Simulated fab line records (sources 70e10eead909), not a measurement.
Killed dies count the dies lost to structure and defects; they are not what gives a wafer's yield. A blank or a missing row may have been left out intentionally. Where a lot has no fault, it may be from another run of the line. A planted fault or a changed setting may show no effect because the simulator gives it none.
A struck lot beside a sound one + flow nandHarc + 15 steps out of a route of 1302
Sound: these wafers, L152.2, L152.3, L152.4. Wafers L156.1, L156.2, L156.3 were the ones struck. The cause comes at the end.
Per side, at each step with rows, come the tool, then ch with its chambers, and then its first start. Under that, the readings that differ: sound wafers + struck wafers + difference of the means + sigmas: that difference in standard deviations of wafers without a fault.
alike: readings with means less than 2 such deviations apart, plus words and numbers identical on both sides. not compared: withheld readings, readings lacking a value on some wafer, bounds such as >300 that could conceal the same value, and numbers that have no deviation in the record and whose values overlap.
A row with sigmas, a row that says differs or no value, or rows on one side alone: a step with any of these is where the two part. When numbers do not overlap yet have no deviation, they are printed without sigmas and do not part them. A reading that every wafer of one side lacks parts them only if that side has two wafers or more.

NHARC_A_CHANNEL_HOLE_D1_ETCH_19: etches the open film in C4F8/O2/Ar, time 34.5 s.
  sound on harEtch-01 ch 0,1, day 10 01:31; struck on harEtch-02 ch 0,1, day 11 13:53
  alike: drypumpMotorCurrentA, heBacksideLeakSccm, mfcArSccm, rfFwdPowerW, runLengthS, showerheadPlenumPTorr, throttleValvePct
  not compared: rfHoursCounterH
NHARC_A_CHANNEL_HOLE_D1_ETCH_20: etches the open film in C4F8/O2/Ar, time 361.9 s, target depth 1600 nm.
  sound on harEtch-01 ch 0,1, day 10 01:38; struck on harEtch-02 ch 0,1, day 11 14:00
  alike: drypumpMotorCurrentA, heBacksideLeakSccm, mfcArSccm, runLengthS, showerheadPlenumPTorr, throttleValvePct
  not compared: rfHoursCounterH
NHARC_A_CHANNEL_HOLE_D1_ETCH_21: etches the open film in C4F8/O2/Ar, time 514.3 s, target depth 1600 nm.
  sound on harEtch-01 ch 0,1, day 10 01:57; struck on harEtch-02 ch 0,1, day 11 14:19
  alike: drypumpMotorCurrentA, heBacksideLeakSccm, mfcArSccm, runLengthS, showerheadPlenumPTorr, throttleValvePct
  not compared: rfHoursCounterH
then, 1 step without rows for these wafers: NHARC_A_CHANNEL_HOLE_D1_ETCH_22 (etches the open film in C4F8/O2/Ar, time 666.7 s, target depth 1600 nm).
NHARC_A_CHANNEL_HOLE_D1_ETCH_23: etches the open film in C4F8/O2/Ar, time 819 s, target depth 1600 nm.
  sound on harEtch-01 ch 0,1, day 10 02:58; struck on harEtch-02 ch 0,1, day 11 15:19
| reading              | sound                | struck               | difference | sigmas |
|----------------------|----------------------|----------------------|------------|--------|
| throttleValvePct (%) | 32.152 32.168 32.167 | 32.152 32.127 32.150 | -0.019     | -2     |
  alike: drypumpMotorCurrentA, heBacksideLeakSccm, mfcArSccm, runLengthS, showerheadPlenumPTorr
  not compared: rfHoursCounterH
then, 7 steps without rows for these wafers: NHARC_A_CHANNEL_HOLE_D1_ETCH_24 (etches the open film in C4F8/O2/Ar, time 906.2 s, target depth 1500 nm); NHARC_A_CHANNEL_HOLE_D1_ETCH_25 (etches the open film in C4F8/O2/Ar, time 1040.2 s, target depth 1500 nm); NHARC_A_CHANNEL_HOLE_D1_ETCH_26 (etches the open film in C4F8/O2/Ar, time 224.1 s, target depth 300 nm); NHARC_A_CHANNEL_HOLE_D1_ETCH_33 (etches the open film in C4F8/O2/Ar, time 90 s, target depth 400 nm); NHARC_A_CHANNEL_HOLE_D1_STRIP_41 (strips in N2/H2); NHARC_A_CHANNEL_HOLE_D1_STRIP_42 (strips in CF4/CHF3); NHARC_A_CHANNEL_HOLE_D1_STRIP_43 (strips in O2/COS).
NHARC_A_CHANNEL_HOLE_D1_ETCH_44: etches the open film in CF4/O2, target depth 140 nm, overetch 14 nm, time 77 s.
  sound on rieDiel-13 ch 0,1,3, day 10 06:16; struck on rieDiel-13 ch 1,2,3, day 11 18:37
| reading             | sound             | struck         | difference                    | sigmas |
|---------------------|-------------------|----------------|-------------------------------|--------|
| rfFwdPowerW (W)     | 298.2 297.0 296.9 | - - -          | no value on the struck wafers |        |
| rfHoursCounterH (h) | 3 4 3             | 5 6 6          | +2                            |        |
| runLengthS (s)      | 97.7 97.6 98.9    | 87.5 86.9 87.0 | -10.9                         | -20    |
  alike: drypumpMotorCurrentA, mfcArSccm, oesProductAu, rfVppV, showerheadPlenumPTorr, throttleValvePct
NHARC_A_CHANNEL_HOLE_D1_STRIP_27: strips in O2.
  sound on rieDiel-13 ch 0,2,3; struck on rieDiel-13 ch 0,1,2
| reading             | sound | struck | difference | sigmas |
|---------------------|-------|--------|------------|--------|
| rfHoursCounterH (h) | 3 3 4 | 6 5 6  | +2         |        |
  alike: drypumpMotorCurrentA, mfcArSccm, oesProductAu, rfVppV, showerheadPlenumPTorr, throttleValvePct
-- break in the record here, with 16 days between the starts of the struck wafers on either side (left off in module A_CHANNEL_HOLE_D1, picked up again in module END, where the first step shown is number 1302 on the route) --
NHARC_END_SORT_01:
  the record has rows for the struck wafers here (prober-02 ch 0, day 27 06:40) and none for the sound ones

## WHERE THEY PART
First at NHARC_A_CHANNEL_HOLE_D1_ETCH_23; last, within this record, at NHARC_END_SORT_01.

WHY: what the simulator had put in
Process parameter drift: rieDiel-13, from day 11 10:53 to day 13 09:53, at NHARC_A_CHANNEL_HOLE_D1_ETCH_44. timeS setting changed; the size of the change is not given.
